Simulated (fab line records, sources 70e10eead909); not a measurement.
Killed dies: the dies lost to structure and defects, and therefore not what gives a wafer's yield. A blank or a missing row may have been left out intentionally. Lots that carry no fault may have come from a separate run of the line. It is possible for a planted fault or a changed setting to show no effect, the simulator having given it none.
Matching of chambers || flow nand-harc || NHARC_A_STAIRCASE_ALD_415 on ald-hk-03 has 4 sister chambers
The step deposits SiO2, target thk 30 nm, pulse time 6 s, ald cycles 300. 8 wafers are shown with their chamber, then 10 later ones without.

EACH WAFER AND ITS CHAMBER
{"wafer": "L075.6", "chamber": 0, "heater-power-w (W)": 600, "precursor-pulse-height-rel": 1.022}
{"wafer": "L089.2", "chamber": 0, "heater-power-w (W)": 586, "precursor-pulse-height-rel": 1.026}
{"wafer": "L089.3", "chamber": 3, "heater-power-w (W)": 477, "precursor-pulse-height-rel": 0.982}
{"wafer": "L092.1", "chamber": 2, "heater-power-w (W)": 452, "precursor-pulse-height-rel": 0.991}
{"wafer": "L092.2", "chamber": 1, "heater-power-w (W)": 451, "precursor-pulse-height-rel": 0.979}
{"wafer": "L092.5", "chamber": 3, "heater-power-w (W)": 486, "precursor-pulse-height-rel": 0.952}
{"wafer": "L093.2", "chamber": 2, "heater-power-w (W)": 467, "precursor-pulse-height-rel": 0.988}
{"wafer": "L093.4", "chamber": 1, "heater-power-w (W)": 457, "precursor-pulse-height-rel": 0.994}

WAFERS WITH NO CHAMBER GIVEN
{"wafer": "L093.5", "heater-power-w (W)": 587, "precursor-pulse-height-rel": 0.999}
{"wafer": "L094.1", "heater-power-w (W)": 487, "precursor-pulse-height-rel": 1.027}
{"wafer": "L094.3", "heater-power-w (W)": 464, "precursor-pulse-height-rel": 0.997}
{"wafer": "L094.5", "heater-power-w (W)": 452, "precursor-pulse-height-rel": 1.010}
{"wafer": "L097.2", "heater-power-w (W)": 462, "precursor-pulse-height-rel": 0.983}
{"wafer": "L097.3", "heater-power-w (W)": 451, "precursor-pulse-height-rel": 0.991}
{"wafer": "L097.4", "heater-power-w (W)": 493, "precursor-pulse-height-rel": 0.997}
{"wafer": "L097.1", "heater-power-w (W)": 588, "precursor-pulse-height-rel": 1.046}
{"wafer": "L097.5", "heater-power-w (W)": 450, "precursor-pulse-height-rel": 0.991}
{"wafer": "L097.6", "heater-power-w (W)": 492, "precursor-pulse-height-rel": 0.998}

CHAMBER TAKEN BY EACH
{"wafer": "L093.5", "from the rows above": 0, "in truth": 0}
{"wafer": "L094.1", "from the rows above": "can't be placed: 2 or 3 or 1", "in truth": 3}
{"wafer": "L094.3", "from the rows above": "can't be placed: 2 or 1", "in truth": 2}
{"wafer": "L094.5", "from the rows above": "can't be placed: 2 or 1", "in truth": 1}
{"wafer": "L097.2", "from the rows above": "can't be placed: 2 or 1", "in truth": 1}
{"wafer": "L097.3", "from the rows above": "can't be placed: 1 or 2", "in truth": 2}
{"wafer": "L097.4", "from the rows above": "can't be placed: 3 or 2 or 1", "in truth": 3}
{"wafer": "L097.1", "from the rows above": 0, "in truth": 0}
{"wafer": "L097.5", "from the rows above": "can't be placed: 1 or 2", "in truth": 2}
{"wafer": "L097.6", "from the rows above": "can't be placed: 3 or 2 or 1", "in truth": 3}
2 of 10 placed correctly. Can't be placed from these rows: 8 (the true chamber is among the candidates in 8). Number placed wrongly: 0.
How it was worked out, from the rows above alone: a wafer's distance from a chamber is the root of the sum, over the readings, of the square of ((its reading less the chamber's mean) divided by the reading's scatter). The wafer belongs to the nearest chamber; if the next one is less than 2 further off, it can't be placed. Each chamber's mean is taken over the wafers shown for it. How the scatter is found: for the shown wafers, subtract from each reading the mean of its chamber, square and add these, divide the total by (wafers less chambers), then take the root.
